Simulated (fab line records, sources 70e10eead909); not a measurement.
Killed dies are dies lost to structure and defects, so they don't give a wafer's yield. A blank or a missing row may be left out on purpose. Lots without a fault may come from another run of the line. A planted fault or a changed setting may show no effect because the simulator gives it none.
fab line records | flow nand_harc
record lots=7 wafers=19 last_day=32
route steps=1302 shown A_DECK1_JOINT@541 A_ONON_D2@545 END@1302
lots that met no fault: from a run of the same line without faults
start_h: hours from the record's first day to the start of the lot's first wafer shown | wait_h: hours since the lot's step before | " the same as in the row above | L1.1+2: a row that stands for several wafers | - no value, or no start given | * or withheld: withheld | < > ~ a bound
route shown NAME@n: a module of which the file shows steps, and the number in the route of the first | usual: mean/standard deviation of fault-free wafers | same: alike in all rows | chamber/n: place in a boat | sites: the reading at each site | _std_site: their standard deviation | _edge_site: outer sites' mean less inner sites' | radius_mm: how far each site lies from the wafer's centre | mask NAME#n: copy n | behind: the tool/chamber that last shaped the wafer | hold: why the lot was held/for how many hours/how that ended | device: the transistor (n, p or np) that didn't switch | end of line: the same wafers' tests at the end of the route | a step without rows: its recipe alone | killed: dies lost to structure and defects at the first sort, not the wafer's yield | map: a wafer's dies, x killed, . not, _ none there
set.NAME: the setting as run; set.NAME@STEP: as run at that earlier step | model.NAME: the simulator's own value behind a step, which no gauge read
lots at some steps of the route; a table a step, a row a wafer
services: from which hour (start_h, from the record's first day; less than 0 if before it) a tool's chamber was out of use, for how many hours, and why
## steps
# step NHARC_A_DECK1_JOINT_SRD_15
# step NHARC_A_DECK1_JOINT_DEP_16
# recipe target_thk_a=450 temp_c=400 pressure_torr=6.5 rf_w=900 teos_flow_sccm=161.4 flow_sccm=2650 target_thk_nm=45 gas=O2 material=SiO2
# usual heater_power_w=577/84 rf_fwd_power_W=895.9/2.9 susceptor_temp_C=400.02/0.2 throttle_valve_pct=16.4/0.39
# columns lot.wafer tool chamber start_h wait_h heater_power_w rf_fwd_power_W susceptor_temp_C throttle_valve_pct
L245.1 pecvd-03 1 297.71 0.1 498 896.7 400.06 16.8
L245.3 " 2 " " 612 896.9 399.98 16.2
L245.6 " 1 " " 525 897.2 400.58 16.7
L248.3 pecvd-03 0 333.69 0.1 459 892.9 400.08 16.4
L248.4 " 1 " " 541 899.6 400.23 16.9
L248.5 " 0 " " 465 894.5 399.91 16.5
L251.1 pecvd-03 1 361.46 0.1 453 893.8 400.02 17.0
L251.2 " 2 " " 526 892.7 399.68 16.4
L251.5 " 1 " " 460 893.4 399.90 17.0
L253.1 pecvd-03 1 385.34 0.1 569 895.7 400.56 16.4
L253.5 " 0 " " 578 894.7 399.84 16.5
L253.4 " 1 " " 592 899.3 400.09 16.4
L260.3 pecvd-03 1 453.14 0.1 474 895.2 399.97 16.3
L260.5 " 0 " " 629 897.7 400.10 16.5
L262.4 pecvd-01 0 467.03 0.3 444 892.5 399.96 15.8
L262.6 " 1 " " 601 895.1 400.14 16.2
L262.5 " 2 " " 724 895.2 400.16 17.0
L264.3 pecvd-01 1 486.78 0.1 584 897.3 400.02 16.1
L264.5 " 0 " " 447 896.5 400.23 16.1
# step NHARC_A_DECK1_JOINT_THK_MEAS_17
# recipe thk_meas_gauge=ellipsometry
# usual thk_nm=45.1/1.3
# columns lot.wafer tool chamber start_h wait_h thk_nm
L245.1 film_metro-01 - 297.99 0.3 45.8
L245.3 " - " " 43.0
L245.6 " - " " 46.5
L248.3 film_metro-02 - 333.91 0.2 44.1
L248.4 " - " " 47.9
L248.5 " - " " 43.8
L251.1 film_metro-01 - 361.72 0.2 44.6
L251.2 " - " " 44.3
L251.5 " - " " 46.5
L253.1 film_metro-01 - 385.59 0.2 44.4
L253.4 " - " " 45.6
L253.5 " - " " 46.4
L260.3 film_metro-02 - 453.42 0.3 46.0
L260.5 " - " " 46.4
L262.4 film_metro-02 - 467.22 0.2 44.4
L262.5 " - " " 46.2
L262.6 " - " " 46.0
L264.3 film_metro-02 - 487.07 0.3 45.4
L264.5 " - " " 42.8
# step NHARC_A_DECK1_JOINT_INSPECT_05
# usual raw_defect_count=331/140
# columns lot.wafer tool chamber start_h wait_h raw_defect_count
L245.1 defect_inspect-01 - 298.03 0.0 271
L245.3 " - " " 330
L245.6 " - " " 309
L248.3 defect_inspect-02 - 333.95 0.0 984
L248.4 " - " " 932
L248.5 " - " " 393
L251.1 defect_inspect-02 - 361.75 0.0 162
L251.2 " - " " 221
L251.5 " - " " 338
L253.1 defect_inspect-02 - 385.63 0.0 290
L253.4 " - " " 155
L253.5 " - " " 226
L260.3 defect_inspect-02 - 453.46 0.0 289
L260.5 " - " " 292
L262.4 defect_inspect-02 - 467.26 0.0 242
L262.5 " - " " 362
L262.6 " - " " 415
L264.3 defect_inspect-01 - 487.10 0.0 684
L264.5 " - " " 489
# step NHARC_A_ONON_D2_DEP_00
# recipe target_thk_a=10000 n2_flow_sccm=2750 n2o_flow_sccm=2000 nh3_flow_sccm=500 sih4_flow_sccm=210 temp_c=400
# step NHARC_A_ONON_D2_THK_MEAS_02
# recipe thk_meas_gauge=ellipsometry
# usual thk_nm=998/9.1
# columns lot.wafer tool chamber start_h wait_h thk_nm
L245.1 film_metro-01 - 298.61 - 997
L245.3 " - " " 996
L245.6 " - " " 998
L248.3 film_metro-01 - 334.53 - 996
L248.4 " - " " 994
L248.5 " - " " 994
L251.1 film_metro-01 - 362.34 - 1001
L251.2 " - " " 1003
L251.5 " - " " 1001
L253.1 film_metro-01 - 386.21 - 990
L253.4 " - " " 989
L253.5 " - " " 989
L260.3 film_metro-02 - 454.04 - 1000
L260.5 " - " " 1001
L262.4 film_metro-01 - 467.83 - 1018
L262.5 " - " " 1017
L262.6 " - " " 1019
L264.3 film_metro-01 - 487.68 - 979
L264.5 " - " " 978
# step NHARC_A_ONON_D2_DEP_03
# recipe target_thk_a=10000 n2_flow_sccm=2750 n2o_flow_sccm=2000 nh3_flow_sccm=500 sih4_flow_sccm=210 temp_c=400
# step NHARC_A_ONON_D2_THK_MEAS_05
# recipe thk_meas_gauge=ellipsometry
# usual thk_nm=1003/11
# columns lot.wafer tool chamber start_h wait_h thk_nm
L245.1 film_metro-02 - 299.17 - 1008
L245.3 " - " " 1008
L245.6 " - " " 1008
L248.3 film_metro-01 - 335.09 - 1008
L248.4 " - " " 1008
L248.5 " - " " 1009
L251.1 film_metro-01 - 362.91 - 1007
L251.2 " - " " 1005
L251.5 " - " " 1005
L253.1 film_metro-01 - 386.79 - 1003
L253.4 " - " " 1005
L253.5 " - " " 1005
L260.3 film_metro-02 - 454.61 - 974
L260.5 " - " " 977
L262.4 film_metro-01 - 468.39 - 996
L262.5 " - " " 995
L262.6 " - " " 996
L264.3 film_metro-02 - 488.25 - 1011
L264.5 " - " " 1010
# step NHARC_A_ONON_D2_DEP_06
# recipe target_thk_a=10000 n2_flow_sccm=2750 n2o_flow_sccm=2000 nh3_flow_sccm=500 sih4_flow_sccm=210 temp_c=400
# step NHARC_A_ONON_D2_THK_MEAS_08
# recipe thk_meas_gauge=ellipsometry
# usual thk_nm=999/11
# columns lot.wafer tool chamber start_h wait_h thk_nm
L245.1 film_metro-01 - 299.74 - 1002
L245.3 " - " " 1001
L245.6 " - " " 1001
L248.3 film_metro-01 - 335.66 - 995
L248.4 " - " " 997
L248.5 " - " " 998
L251.1 film_metro-02 - 363.47 - 1005
L251.2 " - " " 1005
L251.5 " - " " 1008
L253.1 film_metro-01 - 387.36 - 982
L253.4 " - " " 980
L253.5 " - " " 982
L260.3 film_metro-02 - 455.17 - 1003
L260.5 " - " " 1005
L262.4 film_metro-02 - 468.96 - 1009
L262.5 " - " " 1008
L262.6 " - " " 1010
L264.3 film_metro-01 - 488.82 - 1000
L264.5 " - " " 1001
# step NHARC_A_ONON_D2_DEP_09
# recipe target_thk_a=10000 n2_flow_sccm=2750 n2o_flow_sccm=2000 nh3_flow_sccm=500 sih4_flow_sccm=210 temp_c=400
# step NHARC_A_ONON_D2_THK_MEAS_11
# recipe thk_meas_gauge=ellipsometry
# usual thk_nm=998/9.8
# columns lot.wafer tool chamber start_h wait_h thk_nm
L245.1 film_metro-01 - 300.31 - 997
L245.3 " - " " 996
L245.6 " - " " 994
L248.3 film_metro-01 - 336.22 - 1006
L248.4 " - " " 1005
L248.5 " - " " 1006
L251.1 film_metro-01 - 364.04 - 993
L251.2 " - " " 992
L251.5 " - " " 993
L253.1 film_metro-01 - 387.92 - 1027
L253.4 " - " " 1027
L253.5 " - " " 1025
L260.3 film_metro-01 - 455.77 - 990
L260.5 " - " " 989
L262.4 film_metro-01 - 469.53 - 998
L262.5 " - " " 997
L262.6 " - " " 997
L264.3 film_metro-01 - 489.39 - 1007
L264.5 " - " " 1005
# step NHARC_A_ONON_D2_DEP_12
# recipe target_thk_a=10000 n2_flow_sccm=2750 n2o_flow_sccm=2000 nh3_flow_sccm=500 sih4_flow_sccm=210 temp_c=400
# usual susceptor_temp_C=399.98/0.19
# columns lot.wafer tool chamber start_h wait_h susceptor_temp_C
L245.1 pecvd_onon-01 0 300.37 0.1 399.53
L245.3 " 0 " " 400.23
L245.6 " 0 " " 399.93
L248.3 pecvd_onon-04 0 336.40 0.2 399.97
L248.4 " 0 " " 399.64
L248.5 " 0 " " 399.83
L251.1 pecvd_onon-03 0 364.09 0.1 399.72
L251.2 " 0 " " 400.17
L251.5 " 0 " " 399.98
L253.1 pecvd_onon-04 0 387.98 0.1 399.87
L253.4 " 0 " " 399.88
L253.5 " 0 " " 399.81
L260.3 pecvd_onon-03 0 455.94 0.2 400.09
L260.5 " 0 " " 400.27
L262.4 pecvd_onon-03 0 469.76 0.2 400.13
L262.5 " 0 " " 400.08
L262.6 " 0 " " 400.17
L264.3 pecvd_onon-03 0 489.56 0.2 400.03
L264.5 " 0 " " 400.05
# step NHARC_A_ONON_D2_THK_MEAS_14
# recipe thk_meas_gauge=ellipsometry
# usual thk_nm=1004/11
# columns lot.wafer tool chamber start_h wait_h thk_nm
L245.1 film_metro-02 - 300.88 - 981
L245.3 " - " " 981
L245.6 " - " " 981
L248.3 film_metro-01 - 336.79 - 1009
L248.4 " - " " 1010
L248.5 " - " " 1008
L251.1 film_metro-01 - 364.60 - 1003
L251.2 " - " " 1003
L251.5 " - " " 1004
L253.1 film_metro-02 - 388.49 - 994
L253.4 " - " " 993
L253.5 " - " " 992
L260.3 film_metro-01 - 456.36 - 1023
L260.5 " - " " 655
L262.4 film_metro-02 - 470.09 - 636
L262.5 " - " " 637
L262.6 " - " " 1004
L264.3 film_metro-02 - 489.95 - 1015
L264.5 " - " " 646
# step NHARC_A_ONON_D2_ANNEAL_15
# recipe temp_c=750 time_s=3600
# step NHARC_END_SORT_01
# recipe temp_c=25
# usual killed_at_array=56/19 killed_at_other=0.6/1 killed_at_periphery=3.9/2.7 killed_dies=61/19 killed_open=3.3/1.9 killed_short=2.4/1.7
# same gross_dies=677
# columns lot.wafer tool chamber start_h wait_h killed_at_array killed_at_other killed_at_periphery killed_dies killed_open killed_short
L253.1 prober-01 0 683.21 2.5 28 0 8 36 3 0
L253.4 prober-01 0 685.59 3.4 42 1 6 49 2 4
L253.5 prober-01 0 686.39 3.7 48 1 8 57 2 3
L262.4 prober-02 0 767.41 3.4 673 0 4 677 4 1
L262.5 prober-02 0 768.21 3.7 676 0 1 677 3 1
L264.5 prober-01 0 774.69 3.7 667 3 7 677 1 1
# killed by level:class
L253.1 A_SLIT:chamber_film_flake=19 P_STI:chamber_film_flake=3 P_GATE:chamber_film_flake=3 A_CHANNEL_HOLE_D1:chamber_film_flake=3 A_STAIRCASE:chamber_film_flake=3 A_CONTACT:chamber_film_flake=2 P_CONTACT:geometric_particle:open=1 P_M2:geometric_particle:open=1
L253.4 A_SLIT:chamber_film_flake=31 A_CHANNEL_HOLE_D1:chamber_film_flake=5 P_M0:geometric_particle:open=2 A_ONON_D2:geometric_particle:short=2 P_STI:chamber_film_flake=2 A_CONTACT:geometric_particle:short=1 A_M0:geometric_particle:short=1 P_ZERO_WELL:chamber_film_flake=1
L253.5 A_SLIT:chamber_film_flake=35 A_CHANNEL_HOLE_D1:chamber_film_flake=8 P_STI:chamber_film_flake=4 P_GATE:chamber_film_flake=2 A_CHANNEL_FILL_D1:chamber_film_flake=2 P_M0:geometric_particle:open=1 P_M0:geometric_particle:short=1 A_WL_FILL:geometric_particle:short=1
L262.4 A_ONON_D2:area_dep=599 A_SLIT:chamber_film_flake=22 A_CHANNEL_HOLE_D1:chamber_film_flake=20 A_CHANNEL_HOLE_D2:chamber_film_flake=10 A_CONTACT:chamber_film_flake=9 A_STAIRCASE:chamber_film_flake=7 P_BONDPAD:chamber_film_flake=3 P_STI:geometric_particle:short=1
L262.5 A_ONON_D2:area_dep=601 A_SLIT:chamber_film_flake=29 A_CHANNEL_HOLE_D2:chamber_film_flake=20 A_CHANNEL_HOLE_D1:chamber_film_flake=10 A_CONTACT:chamber_film_flake=6 A_STAIRCASE:chamber_film_flake=5 A_CHANNEL_FILL_D1:geometric_particle:short=1 A_CHANNEL_FILL_D1:geometric_particle:open=1
L264.5 A_ONON_D2:area_dep=630 A_SLIT:chamber_film_flake=24 P_STI:chamber_film_flake=7 A_CONTACT:chamber_film_flake=6 THIN_TSV:chamber_film_flake=3 A_CHANNEL_FILL_D1:geometric_particle:short=1 A_CHANNEL_FILL_D2:geometric_particle:open=1 A_ZERO_WELL:chamber_film_flake=1
# map L262.4 (x killed, . not)
____________x____________
_________xxxxxxx_________
_______xxxxxxxxxxx_______
______xxxxxxxxxxxxx______
_____xxxxxxxxxxxxxxx_____
____xxxxxxxxxxxxxxxxx____
____xxxxxxxxxxxxxxxxx____
___xxxxxxxxxxxxxxxxxxx___
___xxxxxxxxxxxxxxxxxxx___
__xxxxxxxxxxxxxxxxxxxxx__
__xxxxxxxxxxxxxxxxxxxxx__
_xxxxxxxxxxxxxxxxxxxxxxx_
_xxxxxxxxxxxxxxxxxxxxxxx_
_xxxxxxxxxxxxxxxxxxxxxxx_
_xxxxxxxxxxxxxxxxxxxxxxx_
_xxxxxxxxxxxxxxxxxxxxxxx_
xxxxxxxxxxxxxxxxxxxxxxxxx
xxxxxxxxxxxxxxxxxxxxxxxxx
xxxxxxxxxxxxxxxxxxxxxxxxx
xxxxxxxxxxxxxxxxxxxxxxxxx
xxxxxxxxxxxxxxxxxxxxxxxxx
_xxxxxxxxxxxxxxxxxxxxxxx_
_xxxxxxxxxxxxxxxxxxxxxxx_
_xxxxxxxxxxxxxxxxxxxxxxx_
_xxxxxxxxxxxxxxxxxxxxxxx_
_xxxxxxxxxxxxxxxxxxxxxxx_
__xxxxxxxxxxxxxxxxxxxxx__
__xxxxxxxxxxxxxxxxxxxxx__
___xxxxxxxxxxxxxxxxxxx___
___xxxxxxxxxxxxxxxxxxx___
____xxxxxxxxxxxxxxxxx____
____xxxxxxxxxxxxxxxxx____
_____xxxxxxxxxxxxxxx_____
______xxxxxxxxxxxxx______
_______xxxxxxxxxxx_______
_________xxxxxxx_________
____________x____________
# map L264.5 (x killed, . not)
____________x____________
_________xxxxxxx_________
_______xxxxxxxxxxx_______
______xxxxxxxxxxxxx______
_____xxxxxxxxxxxxxxx_____
____xxxxxxxxxxxxxxxxx____
____xxxxxxxxxxxxxxxxx____
___xxxxxxxxxxxxxxxxxxx___
___xxxxxxxxxxxxxxxxxxx___
__xxxxxxxxxxxxxxxxxxxxx__
__xxxxxxxxxxxxxxxxxxxxx__
_xxxxxxxxxxxxxxxxxxxxxxx_
_xxxxxxxxxxxxxxxxxxxxxxx_
_xxxxxxxxxxxxxxxxxxxxxxx_
_xxxxxxxxxxxxxxxxxxxxxxx_
_xxxxxxxxxxxxxxxxxxxxxxx_
xxxxxxxxxxxxxxxxxxxxxxxxx
xxxxxxxxxxxxxxxxxxxxxxxxx
xxxxxxxxxxxxxxxxxxxxxxxxx
xxxxxxxxxxxxxxxxxxxxxxxxx
xxxxxxxxxxxxxxxxxxxxxxxxx
_xxxxxxxxxxxxxxxxxxxxxxx_
_xxxxxxxxxxxxxxxxxxxxxxx_
_xxxxxxxxxxxxxxxxxxxxxxx_
_xxxxxxxxxxxxxxxxxxxxxxx_
_xxxxxxxxxxxxxxxxxxxxxxx_
__xxxxxxxxxxxxxxxxxxxxx__
__xxxxxxxxxxxxxxxxxxxxx__
___xxxxxxxxxxxxxxxxxxx___
___xxxxxxxxxxxxxxxxxxx___
____xxxxxxxxxxxxxxxxx____
____xxxxxxxxxxxxxxxxx____
_____xxxxxxxxxxxxxxx_____
______xxxxxxxxxxxxx______
_______xxxxxxxxxxx_______
_________xxxxxxx_________
____________x____________
## services
# columns tool chamber start_h hours kind
pecvd_onon-04 - 311.00 13.0 pm
pecvd-01 - 311.23 13.0 pm
pecvd-01 0 311.23 13.0 vent_cycle
pecvd-01 1 311.23 13.0 vent_cycle
pecvd-01 2 311.23 13.0 vent_cycle
pecvd-01 0 324.23 - clean
pecvd-01 1 324.23 - clean
pecvd-01 2 324.23 - clean
pecvd_onon-03 - 344.37 14.3 repair
pecvd-03 - 366.27 13.0 pm
pecvd-03 0 366.27 13.0 vent_cycle
pecvd-03 1 366.27 13.0 vent_cycle
pecvd-03 2 366.27 13.0 vent_cycle
pecvd-03 0 379.27 - clean
pecvd-03 1 379.27 - clean
pecvd-03 2 379.27 - clean
pecvd_onon-03 - 408.00 13.0 pm
pecvd-01 - 423.94 1.6 repair
pecvd_onon-01 - 450.12 13.0 pm
## key
first_sign step=NHARC_A_ONON_D2_THK_MEAS_14 reading=thk_nm direction=down sigmas=34 usual=1004 struck=643
effect step=NHARC_END_SORT_01 reading=killed_dies direction=up sigmas=33 usual=61 struck=677
more_kills_born_at NHARC_A_ONON_D2_DEP_12@pecvd_onon-03=1830
met_at NHARC_A_ONON_D2_DEP_12
struck_wafers L260.5,L262.4,L262.5,L264.5
later_rows_left_out L260.5,L262.4,L262.5,L264.5
sort_left_out L260.5
tester_left_out L260,L262,L264
onset_between 364.09 455.94
fault kind=process_parameter_drift tool=pecvd_onon-03 chamber=- onset_h=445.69 steps=NHARC_A_ONON_D2_DEP_12 channel=target_thk_a offset=* shape=step end_h=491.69 scope=struck_wafers_only acts_in=* stated=*
# tester_left_out: of these lots the tester's yield and bins aren't shown, on N5 and GAA mostly nor the transistor test; their killed dies are dies lost to structure and defects alone, not to doping, threshold or leakage, so they don't give the yield
# sort_left_out: the simulated sort isn't trusted on such a fault, so these wafers' sort isn't shown, and their yield isn't known
# later_rows_left_out: the simulator's readings of these wafers behind a module that went badly wrong aren't trusted and aren't shown, but for the sort
